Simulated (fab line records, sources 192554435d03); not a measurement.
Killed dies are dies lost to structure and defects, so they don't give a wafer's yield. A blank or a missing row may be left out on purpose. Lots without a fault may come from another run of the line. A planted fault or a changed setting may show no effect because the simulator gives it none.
fab line records | flow n5_finfet
record lots=7 wafers=39
route steps=1938 shown ZERO_LAYER@14 FIN_SAQP@120 STI_FIN_REVEAL@190 GATE_CUT@510 BEOL_M1@754 BEOL_M2@904 BEOL_M4@1059 BEOL_M6@1194 BEOL_M8@1350 BEOL_M11@1578 BEOL_M14@1770 TV_LITHO@1886 PASSIVATION@1936
start_h: hours from the record's first day to the start of the lot's first wafer shown | wait_h: hours since the lot's step before | " the same as in the row above | L1.1+2: a row that stands for several wafers | - no value, or no start given | * or withheld: withheld | < > ~ a bound
route shown NAME@n: a module of which the file shows steps, and the number in the route of the first | usual: mean/standard deviation of fault-free wafers | same: alike in all rows | chamber/n: place in a boat | sites: the reading at each site | _std_site: their standard deviation | _edge_site: outer sites' mean less inner sites' | radius_mm: how far each site lies from the wafer's centre | mask NAME#n: copy n | behind: the tool/chamber that last shaped the wafer | hold: why the lot was held/for how many hours/how that ended | device: the transistor (n, p or np) that didn't switch | end of line: the same wafers' tests at the end of the route | a step without rows: its recipe alone | killed: dies lost to structure and defects at the first sort, not the wafer's yield | map: a wafer's dies, x killed, . not, _ none there
set.NAME: the setting as run; set.NAME@STEP: as run at that earlier step | model.NAME: the simulator's own value behind a step, which no gauge read
lots whose settings were changed on purpose; a table a step, a row a wafer
## steps
# step N5_ZERO_LAYER_DESCUM_16
# recipe chemistry=O2 time_s=7.9 source_power_w=50 bias_power_w=20 pressure_mtorr=20 rf_frequency_hz=2.712e+07 temp_c=40 o2_flow_sccm=225
# step N5_FIN_SAQP_MANDREL_ETCH_22
# recipe target_depth_a=600 chemistry=HBr/Cl2 target=a-Si stop_on=SiNx bt_time_s=10 over_etch_frac=0.5 time_s=30 pressure_mtorr=10 icp_w=800 bias_w=75 HBr_flow_sccm=150 Cl2_flow_sccm=80 ends=end_point
# step N5_STI_FIN_REVEAL_ETCHBACK_08
# recipe chemistry=C4F6/O2 target=SiO2 target_depth_a=305 time_s=10.167 ion_energy_ev=250 pressure_mtorr=30 source_w=345 bias_w=185 Ar_flow_sccm=300 C4F6_flow_sccm=10 O2_flow_sccm=10
# step N5_GATE_CUT_ALD_22
# recipe material=SiNx target_thk_a=160 temp_c=400 ald_precursor_family=SiH2I2 ald_co_reactant=N2/H2-plasma pulse_time_s=1 ald_cycles=320 purge_time_s=2 co_reactant_purge_time_s=2 pressure_torr=2
# step N5_BEOL_M1_HM_DEP_02
# recipe material=TiN target_thk_a=200 temp_c=25 chamber_pressure_pa=0.49996
# step N5_BEOL_M2_SPUTTER_48
# recipe material=Cu target_thk_a=45 temp_c=-20 chamber_pressure_pa=0.07 power_w=withheld time_s=8.29
# step N5_BEOL_M4_DESCUM_33
# recipe chemistry=O2 time_s=7 source_power_w=50 bias_power_w=20 pressure_mtorr=20 rf_frequency_hz=2.712e+07 temp_c=40 resist=CAR-EUV o2_flow_sccm=225
# step N5_BEOL_M6_ILD_DEP_00
# recipe material=SiCOH_lowk target_thk_a=1797.5 temp_c=300 precursor=DEMS/porogen pressure_torr=5 rf_w=500 time_s=33.4
# step N5_BEOL_M8_ETCH_62
# recipe chemistry=N2/H2 target=SOC target_depth_a=1100 overetch_a=220 mask_material=SiARC temp_c=40 time_s=165 ion_energy_ev=200 pressure_mtorr=30 source_w=840 bias_w=150 n2_flow_sccm=200 h2_flow_sccm=200
# step N5_BEOL_M8_ALD_77
# recipe material=TaN target_thk_a=20 temp_c=275 ald_precursor_family=PDMAT ald_co_reactant=NH3 pressure_torr=3 carrier_flow_sccm=1500 pulse_time_s=2 purge_time_s=3 co_reactant_purge_time_s=2 co_reactant_pulse_time_s=3 ald_cycles=40 precursor_vessel_temp_c=75 precursor_vessel_pressure_torr=26.25 precursor_vessel_carrier_sccm=1000
# step N5_BEOL_M11_TRENCH_ETCH_37
# recipe chemistry=C4F6/O2 target_depth_a=1488.3 target=SiCOH_lowk time_s=48 ion_energy_ev=250 pressure_mtorr=30 source_w=345 bias_w=185 Ar_flow_sccm=300 C4F6_flow_sccm=10 O2_flow_sccm=10
# step N5_BEOL_M14_DEP_53
# recipe material=SiCN target_thk_a=500 temp_c=withheld precursor=3MS/NH3 pressure_torr=3 rf_w=675 time_s=17.8
# step N5_PASSIVATION_DESCUM_12
# step N5_PASSIVATION_PROBE_49
# usual killed_at_M0_to_M3=36/10
# columns lot.wafer tool chamber start_h wait_h set.time_s@ZERO_LAYER_DESCUM_16 set.target_depth_a@FIN_SAQP_MANDREL_ETCH_22 set.target_depth_a@STI_FIN_REVEAL_ETCHBACK_08 set.ald_cycles@GATE_CUT_ALD_22 set.target_thk_a@BEOL_M1_HM_DEP_02 set.time_s@BEOL_M2_SPUTTER_48 set.time_s@BEOL_M4_DESCUM_33 set.target_thk_a@BEOL_M6_ILD_DEP_00 set.time_s@BEOL_M8_ETCH_62 set.ald_cycles@BEOL_M8_ALD_77 set.target_depth_a@BEOL_M11_TRENCH_ETCH_37 set.target_thk_a@BEOL_M14_DEP_53 set.time_s@PASSIVATION_DESCUM_12 killed_at_M0_to_M3
L077.1 prober-02 - 278.73 0.0 7.9 739.9 305 418 277.2 8.29 7 1191 165 34 1488.3 500 10.31 132
L077.2 prober-02 - 278.78 0.1 7.9 739.9 305 320 200 9.817 7 1191 244 34 2350 607.7 10.31 39
L077.3 prober-02 - 278.83 0.1 7.9 600 305 320 277.2 9.817 3.576 1797.5 165 40 2350 500 7.9 212
L077.4 prober-02 - 278.88 0.2 7.9 739.9 305 418 200 9.817 7 1797.5 244 40 1488.3 607.7 10.31 45
L077.5 prober-02 - 278.93 0.2 7.9 600 305 320 277.2 8.29 3.576 1797.5 244 34 1488.3 500 7.9 78
L077.6 prober-02 - 278.98 0.3 7.9 600 305 418 200 8.29 3.576 1191 165 40 2350 607.7 7.9 31
L080.1 prober-02 - 303.57 0.0 7.9 939.7 171.7 320 200 8.29 7 1797.5 165 51 1488.3 500 3.306 62
L080.2 prober-02 - 303.62 0.1 7.9 600 171.7 320 277.1 8.29 4.003 1797.5 218.6 40 1488.3 500 3.306 324
L080.3 prober-02 - 303.67 0.1 7.9 600 305 320 200 8.29 4.003 1797.5 218.6 51 1488.3 402.1 7.9 38
L080.4 prober-02 - 303.72 0.2 7.9 600 171.7 320 277.1 3.399 4.003 1797.5 165 40 1488.3 402.1 3.306 382
L080.5 prober-02 - 303.77 0.2 7.9 939.7 305 320 277.1 3.399 7 1797.5 165 51 1488.3 500 7.9 420
L080.6 prober-02 - 303.82 0.3 7.9 939.7 305 320 200 3.399 7 1797.5 218.6 40 1488.3 402.1 7.9 56
L081.1 prober-01 - 308.53 0.0 7.9 303.6 217 320 200 8.29 10.94 1797.5 264 40 1488.3 375.2 4.365 42
L081.2 prober-01 - 308.58 0.1 7.9 600 217 471 200 8.29 7 1388 165 40 1488.3 375.2 4.365 43
L081.3 prober-01 - 308.63 0.1 7.9 600 305 471 245.4 8.29 10.94 1797.5 165 40 1488.3 500 7.9 34
L081.4 prober-01 - 308.68 0.2 7.9 303.6 217 471 245.4 8.29 7 1797.5 264 40 1488.3 500 7.9 36
L081.5 prober-01 - 308.73 0.2 7.9 600 305 320 200 8.29 7 1388 165 40 1488.3 500 4.365 55
L081.6 prober-01 - 308.78 0.3 7.9 303.6 305 320 245.4 8.29 10.94 1388 264 40 1488.3 375.2 7.9 42
L083.1 prober-02 - 315.24 0.0 7.9 600 305 238 200 8.29 9.891 1797.5 129.7 40 1488.3 500 7.9 36
L083.2 prober-02 - 315.29 0.1 7.9 457.2 305 238 200 8.29 7 1797.5 129.7 16 1997 500 7.9 41
L083.3 prober-02 - 315.34 0.1 7.9 600 305 320 200 8.29 7 1797.5 165 40 1488.3 500 7.9 37
L083.4 prober-02 - 315.39 0.2 7.9 457.2 305 238 293.4 8.29 7 1797.5 165 16 1997 500 7.9 972
L083.5 prober-02 - 315.44 0.2 7.9 457.2 305 320 293.4 8.29 9.891 1797.5 165 40 1997 500 7.9 980
L083.6 prober-02 - 315.49 0.3 7.9 600 305 320 293.4 8.29 9.891 1797.5 129.7 16 1488.3 500 7.9 954
L087.1 prober-01 - 345.64 0.0 6.43 873.8 305 320 200 8.29 8.952 1797.5 245.8 40 1488.3 254.5 7.9 37
L087.2 prober-01 - 345.69 0.1 7.9 600 362.5 320 200 8.29 7 2710 245.8 40 912 500 4.425 41
L087.3 prober-01 - 345.74 0.1 6.43 873.8 362.5 320 121.3 8.29 7 1797.5 165 40 912 500 7.9 48
L087.4 prober-01 - 345.79 0.2 7.9 600 305 320 121.3 8.29 7 2710 165 40 1488.3 254.5 4.425 38
L087.5 prober-01 - 345.84 0.2 7.9 873.8 305 320 121.3 8.29 8.952 2710 245.8 40 912 254.5 7.9 48
L087.6 prober-01 - 345.89 0.3 6.43 600 362.5 320 200 8.29 8.952 1797.5 165 40 1488.3 500 4.425 39
L096.1 prober-02 - 403.41 0.0 5.191 600 305 320 306.9 8.29 7 1247 165 40 1488.3 369.7 7.9 1079
L096.2 prober-02 - 403.46 0.1 7.9 600 305 470 200 8.29 7 1797.5 229.7 25 1488.3 369.7 7.9 23
L096.3 prober-02 - 403.51 0.1 5.191 600 155.9 470 306.9 8.29 4.752 1797.5 229.7 40 1488.3 500 7.9 1092
L096.4 prober-02 - 403.56 0.2 5.191 600 155.9 470 200 11.3 7 1247 165 40 1488.3 500 7.9 41
L096.5 prober-02 - 403.61 0.2 7.9 600 305 320 306.9 11.3 4.752 1797.5 165 25 1488.3 369.7 7.9 1097
L096.6 prober-02 - 403.66 0.3 7.9 600 155.9 320 200 11.3 4.752 1247 229.7 25 1488.3 500 7.9 20
L097.2 prober-01 - 403.79 0.1 7.9 600 305 320 200 8.29 7 1797.5 165 40 1488.3 500 7.9 32
L097.3 prober-01 - 403.84 0.1 7.9 600 305 320 200 8.29 7 1797.5 165 40 1488.3 500 7.9 16
L097.5 prober-01 - 403.94 0.2 7.9 600 305 320 200 8.29 7 1797.5 165 40 1488.3 500 7.9 39
# killed by level:class
L077.1 BEOL_M1:area_open=98 BEOL_M6:area_dep=45 BEOL_M2:geometric_particle:open=13 STI_FIN_REVEAL:geometric_particle:open=8 MOL_CONTACT_COAG:geometric_particle:open=8 BEOL_M0_SAQP:geometric_particle:short=5 FIN_SAQP:geometric_particle:open=4 ILD0:geometric_particle:open=4
L077.2 BEOL_M11:area_etch=235 BEOL_M6:area_dep=125 FIN_SAQP:geometric_particle:open=13 FIN_SAQP:geometric_particle:short=9 MOL_CONTACT_COAG:geometric_particle:open=9 BEOL_M0_SAQP:geometric_particle:open=9 BEOL_M2:geometric_particle:open=8 DUMMY_GATE:geometric_particle:open=7
L077.3 BEOL_M1:area_open=163 BEOL_M11:area_etch=104 BEOL_M0_SAQP:geometric_particle:short=15 BEOL_M2:geometric_particle:open=10 STI_FIN_REVEAL:geometric_particle:open=8 BEOL_M3:geometric_particle:open=8 FIN_SAQP:geometric_particle:short=7 ILD0:geometric_particle:short=7
L077.4 BEOL_M2:geometric_particle:open=12 BEOL_M0_SAQP:geometric_particle:open=9 FIN_SAQP:geometric_particle:open=6 DUMMY_GATE:geometric_particle:open=6 ILD0:geometric_particle:open=6 BEOL_M0_SAQP:geometric_particle:short=6 BEOL_M3:geometric_particle:open=6 MOL_CONTACT_COAG:geometric_particle:open=5
L077.5 BEOL_M1:area_open=49 STI_FIN_REVEAL:geometric_particle:open=11 FIN_SAQP:geometric_particle:open=8 DUMMY_GATE:geometric_particle:open=8 GATE_CUT:geometric_particle:short=6 BEOL_M3:geometric_particle:open=6 FIN_SAQP:geometric_particle:short=5 BEOL_M2:geometric_particle:open=5
L077.6 BEOL_M11:area_etch=85 BEOL_M6:area_dep=49 MOL_CONTACT_COAG:geometric_particle:open=12 FIN_SAQP:geometric_particle:open=8 BEOL_M0_SAQP:geometric_particle:open=7 DUMMY_GATE:geometric_particle:open=5 BEOL_M3:geometric_particle:short=5 BEOL_M3:geometric_particle:open=5
L080.1 BEOL_M0_SAQP:geometric_particle:open=20 BEOL_M0_SAQP:geometric_particle:short=19 MOL_CONTACT_COAG:geometric_particle:open=15 BEOL_M2:geometric_particle:open=10 FIN_SAQP:geometric_particle:short=7 STI_FIN_REVEAL:geometric_particle:open=6 FIN_SAQP:geometric_particle:open=5 BEOL_M3:geometric_particle:open=5
L080.2 BEOL_M1:area_open=279 MOL_CONTACT_COAG:geometric_particle:open=15 BEOL_M0_SAQP:geometric_particle:open=15 BEOL_M0_SAQP:geometric_particle:short=14 BEOL_M4:geometric_particle:open=13 STI_FIN_REVEAL:geometric_particle:open=11 FIN_SAQP:geometric_particle:short=6 FIN_SAQP:geometric_particle:open=4
L080.3 BEOL_M0_SAQP:geometric_particle:short=14 MOL_CONTACT_COAG:geometric_particle:open=13 FIN_SAQP:geometric_particle:short=12 STI_FIN_REVEAL:geometric_particle:open=12 BEOL_M0_SAQP:geometric_particle:open=11 BEOL_M4:geometric_particle:open=8 FIN_SAQP:geometric_particle:open=6 BEOL_M2:geometric_particle:open=6
L080.4 BEOL_M1:area_open=349 MOL_CONTACT_COAG:geometric_particle:open=22 FIN_SAQP:geometric_particle:short=11 BEOL_M0_SAQP:geometric_particle:open=8 BEOL_M3:geometric_particle:open=8 FIN_SAQP:geometric_particle:open=5 STI_FIN_REVEAL:geometric_particle:open=5 BEOL_M0_SAQP:geometric_particle:short=4
L080.5 BEOL_M1:area_open=372 MOL_CONTACT_COAG:geometric_particle:open=18 BEOL_M0_SAQP:geometric_particle:open=13 BEOL_M0_SAQP:geometric_particle:short=13 FIN_SAQP:geometric_particle:short=7 BEOL_M2:interface_void_opened=7 FIN_SAQP:geometric_particle:open=6 STI_FIN_REVEAL:geometric_particle:open=6
L080.6 BEOL_M0_SAQP:geometric_particle:short=19 MOL_CONTACT_COAG:geometric_particle:open=12 STI_FIN_REVEAL:geometric_particle:open=8 BEOL_M2:geometric_particle:open=8 MOL_CONTACT_COAG:geometric_particle:short=7 BEOL_M0_SAQP:geometric_particle:open=7 BEOL_M1:geometric_particle:open=6 BEOL_M4:geometric_particle:open=6
L081.1 FIN_SAQP:area_etch=1056 MOL_CONTACT_COAG:geometric_particle:open=19 BEOL_M0_SAQP:geometric_particle:short=11 FIN_SAQP:geometric_particle:short=10 FIN_SAQP:geometric_particle:open=10 BEOL_M0_SAQP:geometric_particle:open=10 BEOL_M3:geometric_particle:open=8 BEOL_M5:geometric_particle:open=7
L081.2 BEOL_M1:geometric_particle:open=15 FIN_SAQP:geometric_particle:short=11 BEOL_M0_SAQP:geometric_particle:open=11 MOL_CONTACT_COAG:geometric_particle:open=10 BEOL_M0_SAQP:geometric_particle:short=9 STARTING-WAFER:geometric_particle:open=6 FIN_SAQP:geometric_particle:open=3 GATE_CUT:geometric_particle:short=3
L081.3 MOL_CONTACT_COAG:geometric_particle:open=9 BEOL_M5:geometric_particle:open=9 BEOL_M3:geometric_particle:open=8 FIN_SAQP:geometric_particle:short=7 BEOL_M1:geometric_particle:open=6 BEOL_M0_SAQP:geometric_particle:short=5 BEOL_M1:geometric_particle:short=5 BEOL_M4:geometric_particle:open=5
L081.4 FIN_SAQP:area_etch=1060 MOL_CONTACT_COAG:geometric_particle:open=18 FIN_SAQP:geometric_particle:short=17 FIN_SAQP:geometric_particle:open=10 BEOL_M0_SAQP:geometric_particle:open=10 MOL_CONTACT_COAG:geometric_particle:short=7 BEOL_M2:geometric_particle:open=6 BEOL_M1:geometric_particle:open=6
L081.5 BEOL_M1:geometric_particle:open=13 MOL_CONTACT_COAG:geometric_particle:open=11 FIN_SAQP:geometric_particle:short=10 BEOL_M0_SAQP:geometric_particle:open=10 BEOL_M3:geometric_particle:open=9 BEOL_M2:geometric_particle:open=8 FIN_SAQP:geometric_particle:open=7 BEOL_M4:geometric_particle:open=7
L081.6 FIN_SAQP:area_etch=1077 BEOL_M0_SAQP:geometric_particle:short=13 MOL_CONTACT_COAG:geometric_particle:open=13 BEOL_M0_SAQP:geometric_particle:open=10 FIN_SAQP:geometric_particle:short=8 BEOL_M1:geometric_particle:open=7 BEOL_M4:geometric_particle:open=7 FIN_SAQP:geometric_particle:open=4
L083.1 FIN_SAQP:geometric_particle:short=12 BEOL_M4:geometric_particle:open=10 STI_FIN_REVEAL:geometric_particle:open=9 BEOL_M0_SAQP:geometric_particle:open=8 GATE_CUT:geometric_particle:short=7 BEOL_M0_SAQP:geometric_particle:short=7 BEOL_M3:geometric_particle:open=6 MOL_CONTACT_COAG:geometric_particle:open=6
L083.2 M8:area_ald=66 BEOL_M0_SAQP:geometric_particle:short=12 BEOL_M0_SAQP:geometric_particle:open=10 BEOL_M3:geometric_particle:open=8 STI_FIN_REVEAL:geometric_particle:open=7 BEOL_M4:geometric_particle:open=7 FIN_SAQP:geometric_particle:open=5 GATE_CUT:geometric_particle:short=5
L083.3 BEOL_M0_SAQP:geometric_particle:open=10 FIN_SAQP:geometric_particle:short=9 BEOL_M0_SAQP:geometric_particle:short=9 BEOL_M3:geometric_particle:open=8 MOL_CONTACT_COAG:geometric_particle:open=8 GATE_CUT:geometric_particle:short=7 STI_FIN_REVEAL:geometric_particle:open=6 BEOL_M4:geometric_particle:open=6
L083.4 BEOL_M1:area_open=931 FIN_SAQP:geometric_particle:short=11 M8:area_ald=11 MOL_CONTACT_COAG:geometric_particle:open=10 BEOL_M3:geometric_particle:open=8 BEOL_M0_SAQP:geometric_particle:short=6 BEOL_M0_SAQP:geometric_particle:open=6 BEOL_M1:geometric_particle:open=6
L083.5 BEOL_M1:area_open=947 BEOL_M0_SAQP:geometric_particle:open=11 FIN_SAQP:geometric_particle:short=10 STI_FIN_REVEAL:geometric_particle:open=7 BEOL_M0_SAQP:geometric_particle:short=7 BEOL_M2:geometric_particle:open=6 MOL_CONTACT_COAG:geometric_particle:open=5 STARTING-WAFER:geometric_particle:open=5
L083.6 BEOL_M1:area_open=908 FIN_SAQP:geometric_particle:short=14 MOL_CONTACT_COAG:geometric_particle:open=14 M8:area_ald=12 BEOL_M0_SAQP:geometric_particle:open=11 BEOL_M0_SAQP:geometric_particle:short=11 BEOL_M3:geometric_particle:open=11 FIN_SAQP:geometric_particle:open=8
L087.1 STI_FIN_REVEAL:geometric_particle:open=13 BEOL_M2:geometric_particle:open=9 BEOL_M3:geometric_particle:open=9 BEOL_M2:geometric_particle:short=6 GATE_CUT:geometric_particle:short=5 MOL_CONTACT_COAG:geometric_particle:open=5 FIN_SAQP:geometric_particle:open=4 DUMMY_GATE:geometric_particle:open=4
L087.2 BEOL_M6:area_etch=320 BEOL_M11:area_ecd=13 MOL_CONTACT_COAG:geometric_particle:open=10 BEOL_M4:geometric_particle:open=9 STI_FIN_REVEAL:geometric_particle:open=7 BEOL_M0_SAQP:geometric_particle:open=7 BEOL_M2:geometric_particle:open=7 BEOL_M3:geometric_particle:open=7
L087.3 BEOL_M11:area_ecd=43 FIN_SAQP:geometric_particle:short=10 BEOL_M0_SAQP:geometric_particle:open=9 BEOL_M1:geometric_particle:open=9 MOL_CONTACT_COAG:geometric_particle:open=8 BEOL_M0_SAQP:geometric_particle:short=8 BEOL_M3:geometric_particle:open=8 STI_FIN_REVEAL:geometric_particle:open=6
L087.4 BEOL_M6:area_etch=1083 MOL_CONTACT_COAG:geometric_particle:open=11 BEOL_M3:geometric_particle:open=9 BEOL_M0_SAQP:geometric_particle:short=8 BEOL_M4:geometric_particle:open=8 BEOL_M0_SAQP:geometric_particle:open=7 BEOL_M1:geometric_particle:open=6 FIN_SAQP:geometric_particle:open=4
L087.5 BEOL_M6:area_etch=1063 BEOL_M2:geometric_particle:open=12 MOL_CONTACT_COAG:geometric_particle:open=11 BEOL_M3:geometric_particle:open=10 BEOL_M0_SAQP:geometric_particle:short=8 BEOL_M0_SAQP:geometric_particle:open=7 STI_FIN_REVEAL:geometric_particle:open=6 BEOL_M4:geometric_particle:open=6
L087.6 BEOL_M3:geometric_particle:open=13 STI_FIN_REVEAL:geometric_particle:open=10 BEOL_M1:geometric_particle:open=7 BEOL_M4:geometric_particle:open=7 MOL_CONTACT_COAG:geometric_particle:open=6 DUMMY_GATE:geometric_particle:open=5 BEOL_M2:geometric_particle:short=5 BEOL_M0_SAQP:geometric_particle:short=4
L096.1 BEOL_M1:area_open=1059 MOL_CONTACT_COAG:geometric_particle:open=14 STI_FIN_REVEAL:geometric_particle:open=13 FIN_SAQP:geometric_particle:open=11 FIN_SAQP:geometric_particle:short=11 BEOL_M4:geometric_particle:open=6 BEOL_M3:geometric_particle:open=6 BEOL_M1:geometric_particle:open=5
L096.2 FIN_SAQP:geometric_particle:short=9 BEOL_M4:geometric_particle:open=8 STI_FIN_REVEAL:geometric_particle:open=7 MOL_CONTACT_COAG:geometric_particle:open=7 BEOL_M0_SAQP:geometric_particle:open=7 FIN_SAQP:geometric_particle:open=6 BEOL_M0_SAQP:geometric_particle:short=6 BEOL_M1:geometric_particle:open=4
L096.3 BEOL_M1:area_open=1063 MOL_CONTACT_COAG:geometric_particle:open=13 BEOL_M2:geometric_particle:open=7 FIN_SAQP:geometric_particle:short=6 BEOL_M0_SAQP:geometric_particle:open=6 BEOL_M4:geometric_particle:open=6 FIN_SAQP:geometric_particle:open=5 STI_FIN_REVEAL:geometric_particle:open=5
L096.4 BEOL_M0_SAQP:geometric_particle:open=15 BEOL_M4:geometric_particle:open=14 FIN_SAQP:geometric_particle:open=12 MOL_CONTACT_COAG:geometric_particle:open=10 FIN_SAQP:geometric_particle:short=8 BEOL_M3:geometric_particle:open=8 STI_FIN_REVEAL:geometric_particle:open=7 DUMMY_GATE:geometric_particle:open=7
L096.5 BEOL_M1:area_open=1070 MOL_CONTACT_COAG:geometric_particle:open=18 BEOL_M0_SAQP:geometric_particle:short=7 BEOL_M0_SAQP:geometric_particle:open=7 STI_FIN_REVEAL:geometric_particle:open=6 BEOL_M3:geometric_particle:open=5 BEOL_M4:geometric_particle:open=5 ILD0:geometric_particle:short=4
L096.6 MOL_CONTACT_COAG:geometric_particle:open=15 BEOL_M4:geometric_particle:open=9 M8:area_ald=9 FIN_SAQP:geometric_particle:open=6 STI_FIN_REVEAL:geometric_particle:open=6 BEOL_M2:geometric_particle:open=6 DUMMY_GATE:geometric_particle:open=5 BEOL_M1:geometric_particle:open=4
L097.2 MOL_CONTACT_COAG:geometric_particle:open=14 FIN_SAQP:geometric_particle:open=13 STI_FIN_REVEAL:geometric_particle:open=12 BEOL_M0_SAQP:geometric_particle:open=8 BEOL_M0_SAQP:geometric_particle:short=8 ILD0:geometric_particle:open=6 BEOL_M3:geometric_particle:open=5 BEOL_M4:geometric_particle:open=5
L097.3 FIN_SAQP:geometric_particle:short=15 MOL_CONTACT_COAG:geometric_particle:open=14 STI_FIN_REVEAL:geometric_particle:open=10 FIN_SAQP:geometric_particle:open=8 MOL_CONTACT_COAG:geometric_particle:short=6 DUMMY_GATE:geometric_particle:open=5 BEOL_M0_SAQP:geometric_particle:open=5 BEOL_M4:geometric_particle:open=4
L097.5 MOL_CONTACT_COAG:geometric_particle:open=17 STI_FIN_REVEAL:geometric_particle:open=12 BEOL_M0_SAQP:geometric_particle:short=12 BEOL_M0_SAQP:geometric_particle:open=11 FIN_SAQP:geometric_particle:short=8 BEOL_M4:geometric_particle:open=7 BEOL_M3:geometric_particle:open=6 STARTING-WAFER:geometric_particle:open=5
## key
split step=N5_ZERO_LAYER_DESCUM_16 setting=time_s stated_as=7.9
response none clear
split step=N5_FIN_SAQP_MANDREL_ETCH_22 setting=target_depth_a stated_as=600
response none clear
split step=N5_STI_FIN_REVEAL_ETCHBACK_08 setting=target_depth_a stated_as=305
response none clear
split step=N5_GATE_CUT_ALD_22 setting=ald_cycles stated_as=320
response none clear
split step=N5_BEOL_M1_HM_DEP_02 setting=target_thk_a stated_as=200
response step=N5_PASSIVATION_PROBE_49 reading=killed_at_M0_to_M3 slope=+11.3 per=1% together_with=all explained=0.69
split step=N5_BEOL_M2_SPUTTER_48 setting=time_s stated_as=8.29
response none clear
split step=N5_BEOL_M4_DESCUM_33 setting=time_s stated_as=7
response none clear
split step=N5_BEOL_M6_ILD_DEP_00 setting=target_thk_a stated_as=1797.5
response none clear
split step=N5_BEOL_M8_ETCH_62 setting=time_s stated_as=165
response none clear
split step=N5_BEOL_M8_ALD_77 setting=ald_cycles stated_as=40
response none clear
split step=N5_BEOL_M11_TRENCH_ETCH_37 setting=target_depth_a stated_as=1488.3
response none clear
split step=N5_BEOL_M14_DEP_53 setting=target_thk_a stated_as=500
response none clear
split step=N5_PASSIVATION_DESCUM_12 setting=time_s stated_as=7.9
response none clear
